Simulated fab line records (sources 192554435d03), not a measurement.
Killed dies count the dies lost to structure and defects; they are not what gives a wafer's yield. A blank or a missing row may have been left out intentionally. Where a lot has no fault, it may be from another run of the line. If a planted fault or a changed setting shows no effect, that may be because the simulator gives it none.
fab line records	flow n5Finfet
record lots=4	wafers=11	lastDay=18
route steps=1938 shown BEOL_M12@1627 BEOL_M13@1659 BEOL_M15@1830 PASSIVATION@1936
lots that met no fault: from a run of the same line without faults
startH: hours from the record's opening day to when the first of the lot's shown wafers began	waitH: hours from the lot's prior step to this one	" the same as in the row above	L1.1+2: one row covering several wafers at once	- value missing, or start not given	* or withheld: withheld	< > ~ a bound
route shown NAME@n: names a module that has steps shown in the file, with the first one's number in the route	usual: mean and standard deviation over wafers with no fault	same: alike in all rows	chamber/n: place in a boat	sites: per-site readings	_std_site: the values' standard deviation	_edge_site: the outer-site mean with the inner-site mean subtracted	radiusMm: how far each site lies from the wafer's centre	mask NAME#n: copy n	behind: the tool/chamber that last shaped the wafer	hold: why the lot went on hold/how many hours it stayed there/how the hold came to an end	device: names the non-switching transistor (n, p or np)	end of line: the tests these same wafers got at the end of their route	where a step has no rows: the recipe by itself	killed: dies that structure and defects cost at the first sort, which is not the same as the wafer's yield	map: dies across one wafer; x = killed, . = not, _ = none there
set.NAME: the setting that was run; set.NAME@STEP: the one run at that earlier step	model.NAME: the simulator's own value behind a step, which no gauge read
a table for each step, a row for each wafer; lots at some steps of the route
services: a tool's chamber out of use, with start hour (startH, from the record's first day; less than 0 if before it), hours out, and reason
## steps
# step N5_BEOL_M12_SOFTBAKE_23
# recipe tempC=130	timeS=60
# step N5_BEOL_M12_EXPOSE_25
# recipe maskId=M12	na=0.93	sourceShape=conventional	sigmaOuter=0.4	polarization=unpolarized	doseMj=21.8
# step N5_BEOL_M12_PEB_26
# recipe pebTempC=130	pebTimeS=90
# step N5_BEOL_M12_DEVELOP_27
# recipe developTimeS=45	rinseLiquid=diw	dry=airSpin	devTempC=21
# step N5_BEOL_M12_HARDBAKE_32
# recipe tempC=130	timeS=120
# step N5_BEOL_M12_DESCUM_33
# recipe chemistry=O2	timeS=7.9	sourcePowerW=50	biasPowerW=20	pressureMtorr=20	rfFrequencyHz=2.712e+07	tempC=40	o2FlowSccm=225
# step N5_BEOL_M12_ETCH_67
# recipe chemistry=CF4	target=SiARC	targetDepthA=1430	timeS=238.3	ionEnergyEv=80	pressureMtorr=40	sourceW=545	biasW=36	Ar_flow_sccm=100	cf4FlowSccm=100	ends=cleared
# step N5_BEOL_M12_ETCH_68
# recipe chemistry=N2/H2	target=SOC	maskMaterial=SiARC	sourceW=3000	biasW=350	tempC=40	timeS=285	ionEnergyEv=200	pressureMtorr=30	n2FlowSccm=200	h2FlowSccm=200
# step N5_BEOL_M12_STRIP_69
# recipe chemistry=N2/H2	tempC=40	n2FlowSccm=200	h2FlowSccm=200	rfFrequencyHz=6e+07
# step N5_BEOL_M12_TRENCH_ETCH_34
# recipe chemistry=C4F8/O2/Ar	target=SiOC	targetDepthA=3189.5	maskMaterial=SOC	pressureMtorr=30	sourceW=3000	biasW=700	Ar_flow_sccm=400	C4F8_flow_sccm=15	O2_flow_sccm=8	heInnerTorr=15	heOuterTorr=30	timeS=125.5	ionEnergyEv=250
# usual drypumpMotorCurrentA=5.6/0.35	oesProductAu=0.83/0.073	rfFwdPowerW=2985/9.9	rfVppV=667.0/2.3	showerheadPlenumPTorr=3.47/0.077	throttleValvePct=23.93/0.28
lot.wafer	tool	chamber	startH	waitH	drypumpMotorCurrentA	oesProductAu	rfFwdPowerW	rfHoursCounterH	rfVppV	showerheadPlenumPTorr	throttleValvePct	model.etch.depthNm
L723.1	rieDiel-06	0	259.50	0.0	5.2	0.89	2971	31	668.4	3.45	23.43	318.7
L723.3	"	3	"	"	4.9	0.66	2983	234	661.6	3.25	24.16	304.4
L723.5	"	1	"	"	5.6	0.78	2973	-	665.9	3.43	24.33	312.2
L725.1	rieDiel-06	0	260.89	0.0	5.2	0.90	-	32	668.4	3.45	23.43	288.2
L725.2	"	1	"	"	5.6	0.78	-	109	666.0	3.43	24.31	272.9
L725.6	"	1	"	"	5.6	0.79	2979	-	666.1	3.43	24.32	315.8
L727.1	rieDiel-06	0	282.28	0.0	5.2	0.88	-	40	667.2	3.44	23.43	281.3
L727.2	"	1	"	"	5.6	0.77	-	118	666.7	3.43	24.32	273.9
L742.3	rieDiel-04	3	394.12	0.0	5.5	0.80	3004	85	664.9	3.46	23.86	321.8
L742.4	"	1	"	"	6.3	0.96	2988	6	667.6	3.52	24.49	318.1
L742.5	"	1	"	"	6.2	0.95	2992	-	667.5	3.52	24.49	319.1
# step N5_BEOL_M12_STRIP_70
# recipe chemistry=C4F8/O2/Ar	resist=SiARC	rfFrequencyHz=6e+07
# step N5_BEOL_M12_OCD_MEAS_35
# usual trenchDepthNm=319/4.9
lot.wafer	tool	chamber	startH	waitH	trenchDepthNm
L723.1	ocd-02	-	259.65	0.0	319
L723.3	"	-	"	"	304
L723.5	"	-	"	"	313
L725.1	ocd-01	-	261.05	0.0	288
L725.2	"	-	"	"	273
L725.6	"	-	"	"	316
L727.1	ocd-01	-	282.43	0.0	281
L727.2	"	-	"	"	274
L742.3	ocd-01	-	394.28	0.0	322
L742.4	"	-	"	"	318
L742.5	"	-	"	"	319
# step N5_BEOL_M12_STRIP_37
# recipe chemistry=N2/H2	powerW=1000	tempC=250	h2Frac=0.65	overashFraction=0.3	pressureMtorr=withheld	n2FlowSccm=1750	h2FlowSccm=3250
# step N5_BEOL_M12_ETCH_38
# recipe chemistry=CF4/N2	target=SiCN	targetDepthA=687	taperDeg=2	timeS=73.4	ionEnergyEv=150	maskMaterial=SiO2	pressureMtorr=40	sourceW=430	biasW=70	Ar_flow_sccm=100	cf4FlowSccm=60	n2FlowSccm=60
# step N5_BEOL_M12_PRECLEAN_39
# recipe chemistry=residueRemover	timeS=60	tempC=40
# step N5_BEOL_M12_SRD_40
# recipe timeS=30	tempC=23	rinseLiquid=diw	dry=n2Spin	spinRpm=1500	dryTimeS=30
# step N5_BEOL_M12_DEGAS_41
# recipe ambient=vacuum	tempC=250	timeS=60
# step N5_BEOL_M12_PRE_CLEAN_42
# recipe gas=H2/He	timeS=30	tempC=250
# step N5_BEOL_M12_SPUTTER_43
# recipe material=TaN	targetThkA=150	tempC=50	biasV=168.6	powerW=15000	chamberPressurePa=0.12	timeS=24.19
# step N5_BEOL_M12_SPUTTER_44
# recipe material=Ta	targetThkA=100	tempC=50	biasV=80	powerW=15000	chamberPressurePa=0.07	timeS=16.13
# step N5_BEOL_M12_SPUTTER_45
# recipe material=Cu	targetThkA=800	tempC=-20	biasV=60	powerW=26000	chamberPressurePa=0.13	timeS=13.33
# step N5_BEOL_M12_ECD_47
# recipe material=Cu	targetThkA=7200
# step N5_BEOL_M12_ANNEAL_48
# recipe tempC=225	timeS=90	ambient=N2
# step N5_BEOL_M12_CMP_49
# recipe stopOn=SiOC	tOverpolishS=20.6	downForcePsi=1	platenRpm=50	clearingPlatenDownForcePsi=1.5	clearingPlatenRpm=50	postCmpClean=cuAlkaline	targetThkNm=320	clearingPlatenPadVelocityMS=0.99484	padVelocityMS=0.99484
# usual barrierFieldEndpointS=30.2/0.74	clearingPlatenDownForcePsi=1.4997/0.003	clearingPlatenRpm=50.001/0.027	headPressurePsi=0.9998/0.0021	motorCurrentA=6.0/0.39	overpolishRunS=20.600/0.0096
lot.wafer	tool	chamber	startH	waitH	barrierFieldEndpointS	clearingPlatenDownForcePsi	clearingPlatenRpm	headPressurePsi	motorCurrentA	overpolishRunS	model.Cu_of_BEOL_M12_ECD_47.thkNm
L723.3	cmp-03	0	263.62	0.2	30.6	1.4960	49.999	1.0004	6.2	20.577	306.6
L723.1	"	3	"	"	30.3	1.4961	49.972	0.9992	6.3	20.601	320.6
L723.5	"	0	"	"	30.8	1.4988	49.979	0.9986	6.5	20.596	314.8
L725.2	cmp-01	3	264.49	0.2	30.5	1.5030	50.004	0.9996	6.1	20.597	273.6
L725.1	"	1	"	"	30.3	1.5046	50.022	1.0026	6.2	20.611	290.6
L725.6	"	2	"	"	30.6	1.4929	49.963	0.9966	5.8	20.616	316.6
L727.2	cmp-03	1	283.83	0.2	29.8	1.5028	49.956	1.0028	5.7	20.603	274.4
L727.1	"	2	"	"	30.2	1.5011	50.004	0.9995	6.2	20.596	279.8
L742.4	cmp-03	0	395.85	0.2	29.8	1.4996	49.991	0.9986	6.2	20.585	320
L742.3	"	1	"	"	30.1	1.5003	50.017	1.0034	6.0	20.593	322.4
L742.5	"	0	"	"	29.6	1.5011	49.990	0.9973	6.5	20.611	321.6
# step N5_BEOL_M12_THK_MEAS_50
# recipe thkMeasGauge=xrf	reads=Cu_of_BEOL_M12_ECD_47
# usual M12_THK=314/6.1
lot.wafer	tool	chamber	startH	waitH	M12_THK[nm]
L723.1	filmMetro-01	-	263.91	-	312
L723.3	"	-	"	"	298
L723.5	"	-	"	"	307
L725.1	filmMetro-01	-	264.75	-	285
L725.2	"	-	"	"	267
L725.6	"	-	"	"	309
L727.1	filmMetro-02	-	284.12	-	275
L727.2	"	-	"	"	270
L742.3	filmMetro-02	-	396.11	-	322
L742.4	"	-	"	"	320
L742.5	"	-	"	"	321
# step N5_BEOL_M12_PRE_CLEAN_52
# recipe gas=NH3	timeS=15	tempC=withheld	rfPowerW=300
# step N5_BEOL_M12_DEP_53
# recipe material=SiCN	targetThkA=300	tempC=withheld	precursor=3MS/NH3	pressureTorr=3	rfW=675	timeS=10.5
# step N5_BEOL_M12_RS_MEAS_54
# recipe thkMeasGauge=four-point-probe	reads=Cu_of_BEOL_M12_ECD_47+Ta_of_BEOL_M12_SPUTTER_44+TaN_of_BEOL_M12_SPUTTER_43
# usual M12_RS=0.0601/0.00097
lot.wafer	tool	chamber	startH	waitH	M12_RS[ohm/sq]
L723.1	filmMetro-01	-	264.04	0.1	0.0600
L723.3	"	-	"	"	0.0628
L723.5	"	-	"	"	0.0610
L725.1	filmMetro-02	-	264.87	0.0	0.0665
L725.2	"	-	"	"	0.0709
L725.6	"	-	"	"	0.0608
L727.1	filmMetro-02	-	284.25	0.0	0.0692
L727.2	"	-	"	"	0.0708
L742.3	filmMetro-02	-	396.24	0.0	0.0598
L742.4	"	-	"	"	0.0600
L742.5	"	-	"	"	0.0600
# step N5_BEOL_M13_ILD_DEP_00
# recipe material=SiOC	targetThkA=8379.2	tempC=350	precursor=DEMS/O2	pressureTorr=5	rfW=500	timeS=166.4
# step N5_BEOL_M13_COAT_58
# recipe resist=BARC	tempC=205	timeS=60	spinRpm=1500	resistThkNm=89
# step N5_BEOL_M13_COAT_04
# recipe spinRpm=1625	resistThkNm=400
# step N5_BEOL_M13_EBR_06
# recipe solvent=PGMEA	ebrWidthMm=1.5
# step N5_BEOL_M13_SOFTBAKE_05
# recipe tempC=130	timeS=60
# step N5_BEOL_M13_EXPOSE_07
# recipe maskId=V12	na=0.93	sourceShape=conventional	sigmaOuter=0.6	polarization=unpolarized	attpsmPhaseDeg=180	doseMj=24.8
# step N5_BEOL_M13_PEB_08
# recipe pebTempC=130	pebTimeS=90
# step N5_BEOL_M13_DEVELOP_09
# recipe developTimeS=45	rinseLiquid=diw	dry=airSpin	devTempC=21
# step N5_BEOL_M13_HARDBAKE_14
# recipe tempC=130	timeS=120
# step N5_BEOL_M15_RC_MEAS_101
# usual COMB_M10=1.5e-11/3.3e-12	COMB_M11=1.4e-11/3.3e-12	COMB_M13=5.2e-12/1.1e-12	COMB_M14=3.9e-12/9.9e-13	COMB_M14_max_site=5.5e-12/1.5e-12	COMB_M15=2.8e-12/7.9e-13	COMB_M5=3.5e-11/7e-12	COMB_M6=2.6e-11/5.6e-12	COMB_M7=2.5e-11/4.7e-12	COMB_M8=2.6e-11/5e-12	COMB_M9=1.46e-11/2.6e-12	SERP_M10=3.05/0.077	SERP_M11=3.11/0.079	SERP_M12=0.633/0.015	SERP_M12_max_site=0.646/0.016	SERP_M13=0.310/0.0081	SERP_M14=0.159/0.0041	SERP_M5=38.8/2	SERP_M6=13.9/0.56	SERP_M7=13.9/0.63	SERP_M8=13.9/0.61	SERP_M9=3.03/0.087
lot.wafer	tool	chamber	startH	waitH	COMB_M10[S/m]	COMB_M11[S/m]	COMB_M13[S/m]	COMB_M14[S/m]	COMB_M14_max_site[S/m]	COMB_M15[S/m]	COMB_M5[S/m]	COMB_M6[S/m]	COMB_M7[S/m]	COMB_M8[S/m]	COMB_M9[S/m]	SERP_M10[ohm/um]	SERP_M11[ohm/um]	SERP_M12[ohm/um]	SERP_M12_max_site[ohm/um]	SERP_M13[ohm/um]	SERP_M14[ohm/um]	SERP_M5[ohm/um]	SERP_M6[ohm/um]	SERP_M7[ohm/um]	SERP_M8[ohm/um]	SERP_M9[ohm/um]
L723.1	prober-01	0	281.41	0.0	1.7e-11	1.1e-11	7.2e-12	3.7e-12	4.7e-12	2.9e-12	3.3e-11	2.5e-11	2.5e-11	3.3e-11	1.51e-11	2.95	3.13	0.634	0.644	0.296	0.158	40.6	13.9	14.2	14.3	3.12
L723.3	"	0	"	"	1.6e-11	1.1e-11	5.5e-12	3.6e-12	5.4e-12	3.1e-12	3.3e-11	3.5e-11	2.9e-11	2.9e-11	1.4e-11	2.95	3.06	0.649	0.657	0.313	0.167	38.4	13.4	13.2	12.8	2.87
L723.5	"	0	"	"	1.7e-11	1e-11	5.9e-12	4.3e-12	5.2e-12	3.6e-12	3e-11	2e-11	2.7e-11	2.9e-11	2.12e-11	2.98	3.16	0.632	0.649	0.309	0.159	41.8	13.9	13.5	14.2	2.99
L725.1	prober-02	0	283.57	0.0	1.6e-11	1.7e-11	3.3e-12	3.9e-12	5.3e-12	2.4e-12	3.1e-11	2.1e-11	1.7e-11	2.4e-11	1.65e-11	3.11	3.18	0.698	0.710	0.297	0.159	40.2	13.1	13.5	14.7	2.95
L725.2	"	0	"	"	1e-11	1.2e-11	6.3e-12	4.2e-12	5.7e-12	2.9e-12	2.4e-11	2.5e-11	1.8e-11	1.7e-11	1.63e-11	2.93	3.23	0.721	0.732	0.314	0.157	39.0	14.1	13.9	15.0	2.92
L725.6	"	0	"	"	2.1e-11	1.1e-11	4.5e-12	3.8e-12	4.3e-12	2.6e-12	2.2e-11	1.8e-11	2.5e-11	2.6e-11	2.06e-11	2.99	3.12	0.646	0.655	0.303	0.161	39.1	14.6	14.6	14.9	2.93
L727.1	prober-01	0	302.19	0.0	1.3e-11	1.7e-11	5.9e-12	4.2e-12	5.4e-12	2.5e-12	2.5e-11	2.6e-11	2.8e-11	2.6e-11	1.51e-11	3.13	2.98	0.721	0.741	0.295	0.149	38.7	14.1	13.3	14.6	2.96
L727.2	"	0	"	"	1.2e-11	1.8e-11	5.3e-12	4e-12	5.4e-12	2.9e-12	3.2e-11	3.1e-11	2.7e-11	2.7e-11	1.66e-11	3.25	3.20	0.735	0.749	0.302	0.162	35.8	14.2	14.3	14.1	3.02
L742.3	prober-02	0	415.84	0.3	1.5e-11	1.3e-11	4.9e-12	3.4e-12	6e-12	2.7e-12	2.7e-11	2.4e-11	2.4e-11	2.4e-11	1.91e-11	3.11	3.12	0.630	0.644	0.313	0.161	37.7	14.2	13.6	14.2	3.05
L742.4	"	0	"	"	1.8e-11	1.2e-11	4.3e-12	3e-12	4.8e-12	2.2e-12	3.3e-11	2.4e-11	2.4e-11	3.3e-11	1.14e-11	3.03	3.01	0.630	0.647	0.307	0.157	38.0	14.8	14.7	13.8	3.17
L742.5	"	0	"	"	1.6e-11	1.6e-11	4e-12	1.9e-12	3.2e-12	2.1e-12	3.2e-11	2.5e-11	2.8e-11	2.8e-11	1.39e-11	3.02	3.12	0.628	0.634	0.318	0.156	36.5	15.0	14.8	14.3	3.13
# sites SERP_M12 radiusMm=0,75,75,75,75,140,140,140,140
L723.1 0.633 0.640 0.636 0.631 0.644 0.635 0.617 0.628 0.634
L725.1 0.687 0.710 0.709 0.698 0.701 0.697 0.694 0.694 0.702
L727.1 0.730 0.732 0.741 0.713 0.721 0.718 0.723 0.713 0.704
L742.3 0.630 0.628 0.627 0.636 0.636 0.621 0.633 0.644 0.621
# step N5_PASSIVATION_PROBE_49
# usual defectLimitedYield=91.3/1.4	killed_at_M0_to_M3=34/10	killed_at_M4_up=14/5.5	killedAtContacts=12/6	killedAtFrontEnd=40/10	killedAtOther=3.0/2.4	killedDies=103/17	killedOpen=68/13	killedShort=34/7.8	sort_bin_4_leakage=0.00/0.014	sort_bin_5_function=5.1/0.97	sort_bin_6_memory=3.3/0.66	sortNPass=1077/17	sortYieldPct=91.2/1.4
# same grossDies=1180	killedAtBackSide=0	sort_bin_8_speed[%]=0
lot.wafer	tool	chamber	startH	waitH	defectLimitedYield[%]	killed_at_M0_to_M3	killed_at_M4_up	killedAtContacts	killedAtFrontEnd	killedAtOther	killedDies	killedOpen	killedShort	sort_bin_4_leakage[%]	sort_bin_5_function[%]	sort_bin_6_memory[%]	sortNPass	sortYieldPct[%]
L723.1	prober-01	-	294.12	0.0	92.5	26	8	24	25	5	88	58	30	0	4.2	2.9	1092	92.5
L723.3	prober-01	-	294.22	0.1	92.5	24	14	21	24	5	88	66	22	0	4.8	2.5	1092	92.5
L723.5	prober-01	-	294.32	0.2	89.8	36	14	26	42	2	120	75	45	0	6.1	3.6	1060	89.8
L725.1	prober-01	-	298.05	0.0	88.8	70	15	10	37	0	132	86	44	0	7.1	3.8	1048	88.8
L725.2	prober-01	-	298.10	0.1	90.7	36	13	5	56	0	110	66	42	0	5.6	3.7	1070	90.7
L725.6	prober-01	-	298.30	0.3	91.4	41	9	6	45	0	101	59	40	0	5.3	2.8	1079	91.4
L727.1	prober-01	-	315.66	0.0	91.7	40	8	17	30	3	98	71	27	0	4.7	3.6	1082	91.7
# killed by level:class
L723.1 MOL_CONTACT_COAG:geometricParticle:open=21 BEOL_M2:geometricParticle:open=11 FIN_SAQP:geometricParticle:open=6 STI_FIN_REVEAL:geometricParticle:open=6 BEOL_M3:geometricParticle:short=4 FIN_SAQP:geometricParticle:short=3 MOL_CONTACT_COAG:geometricParticle:short=3 BEOL_M0_SAQP:geometricParticle:short=3
L723.3 MOL_CONTACT_COAG:geometricParticle:open=15 BEOL_M0_SAQP:geometricParticle:open=8 DUMMY_GATE:geometricParticle:open=6 MOL_CONTACT_COAG:geometricParticle:short=6 BEOL_M2:geometricParticle:open=4 BEOL_M4:geometricParticle:open=4 BEOL_M8:geometricParticle:open=4 FIN_SAQP:geometricParticle:open=3
L723.5 MOL_CONTACT_COAG:geometricParticle:open=20 FIN_SAQP:geometricParticle:short=13 FIN_SAQP:geometricParticle:open=10 BEOL_M0_SAQP:geometricParticle:open=8 BEOL_M0_SAQP:geometricParticle:short=7 MOL_CONTACT_COAG:geometricParticle:short=6 BEOL_M0:geometricParticle:open=6 BEOL_M4:geometricParticle:open=5
L725.1 BEOL_M0_SAQP:geometricParticle:short=18 BEOL_M1:geometricParticle:open=15 DUMMY_GATE:geometricParticle:open=11 BEOL_M3:geometricParticle:open=11 FIN_SAQP:geometricParticle:short=9 BEOL_M0_SAQP:geometricParticle:open=9 BEOL_M2:geometricParticle:open=9 MOL_CONTACT_COAG:geometricParticle:open=7
L725.2 FIN_SAQP:geometricParticle:short=12 DUMMY_GATE:geometricParticle:open=10 BEOL_M0_SAQP:geometricParticle:open=10 FIN_SAQP:geometricParticle:open=7 BEOL_M1:geometricParticle:open=6 BEOL_M0_SAQP:geometricParticle:short=6 MOL_CONTACT_COAG:geometricParticle:open=5 BEOL_M4:geometricParticle:open=5
L725.6 BEOL_M0_SAQP:geometricParticle:short=16 DUMMY_GATE:geometricParticle:open=10 FIN_SAQP:geometricParticle:open=9 BEOL_M0_SAQP:geometricParticle:open=8 FIN_SAQP:geometricParticle:short=6 BEOL_M4:geometricParticle:open=5 STI_FIN_REVEAL:geometricParticle:open=5 MOL_CONTACT_COAG:geometricParticle:open=5
L727.1 MOL_CONTACT_COAG:geometricParticle:open=13 BEOL_M2:geometricParticle:open=10 BEOL_M1:geometricParticle:open=8 BEOL_M3:geometricParticle:open=7 BEOL_M0_SAQP:geometricParticle:short=5 STI_FIN_REVEAL:geometricParticle:open=4 GATE_CUT:geometricParticle:short=4 BEOL_M3:geometricParticle:short=4
## services
tool	chamber	startH	hours	kind
cmp-03	-	238.14	4.0	pm
cmp-03	-	242.14	-	consumableReplace:conditioner
cmp-03	-	242.14	-	consumableReplace:pad
cmp-03	-	257.10	0.3	repair
cmp-01	-	268.68	3.5	pm
rieDiel-06	3	304.55	-	clean
rieDiel-06	3	304.55	-	consumableReplace:focusRing
rieDiel-06	3	304.55	-	consumableReplace:showerhead
rieDiel-06	3	304.55	15.0	scheduledDown
rieDiel-06	3	304.55	15.0	ventCycle
rieDiel-04	2	335.54	-	clean
rieDiel-04	2	335.54	-	consumableReplace:focusRing
rieDiel-04	2	335.54	23.7	scheduledDown
rieDiel-04	2	335.54	23.7	ventCycle
rieDiel-04	1	338.83	3.5	repair
cmp-01	-	340.27	5.2	pm
cmp-03	-	340.37	1.7	repair
rieDiel-06	1	354.22	10.2	repair
cmp-01	-	358.56	0.3	repair
rieDiel-04	1	359.22	-	clean
rieDiel-04	1	359.22	-	consumableReplace:focusRing
rieDiel-04	1	359.22	19.2	scheduledDown
rieDiel-04	1	359.22	19.2	ventCycle
cmp-01	-	394.50	0.4	repair
## key
firstSign step=N5_BEOL_M12_OCD_MEAS_35	reading=trenchDepthNm	direction=down	sigmas=8.1	usual=319	struck=279
effect step=N5_BEOL_M12_THK_MEAS_50	reading=M12_THK	direction=down	sigmas=6.5	usual=314	struck=274
effect step=N5_BEOL_M12_RS_MEAS_54	reading=M12_RS	direction=up	sigmas=9.5	usual=0.0601	struck=0.0693
effect step=N5_BEOL_M15_RC_MEAS_101	reading=SERP_M12	direction=up	sigmas=5.5	usual=0.633	struck=0.719
modelEffect step=N5_BEOL_M12_TRENCH_ETCH_34	value=etch.depthNm	without=319.4	struck=279.1
modelEffect step=N5_BEOL_M12_CMP_49	value=Cu_of_BEOL_M12_ECD_47.thkNm	without=320	struck=279.6
metAt N5_BEOL_M12_TRENCH_ETCH_34
struckWafers L725.1,L725.2,L727.1,L727.2
onsetBetween 259.50 260.89
fault kind=processParameterDrift	tool=rieDiel-06	chamber=-	onsetH=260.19	steps=N5_BEOL_M12_TRENCH_ETCH_34	channel=timeS	offset=*	shape=step	endH=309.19	scope=struckWafersOnly	actsIn=*	stated=*
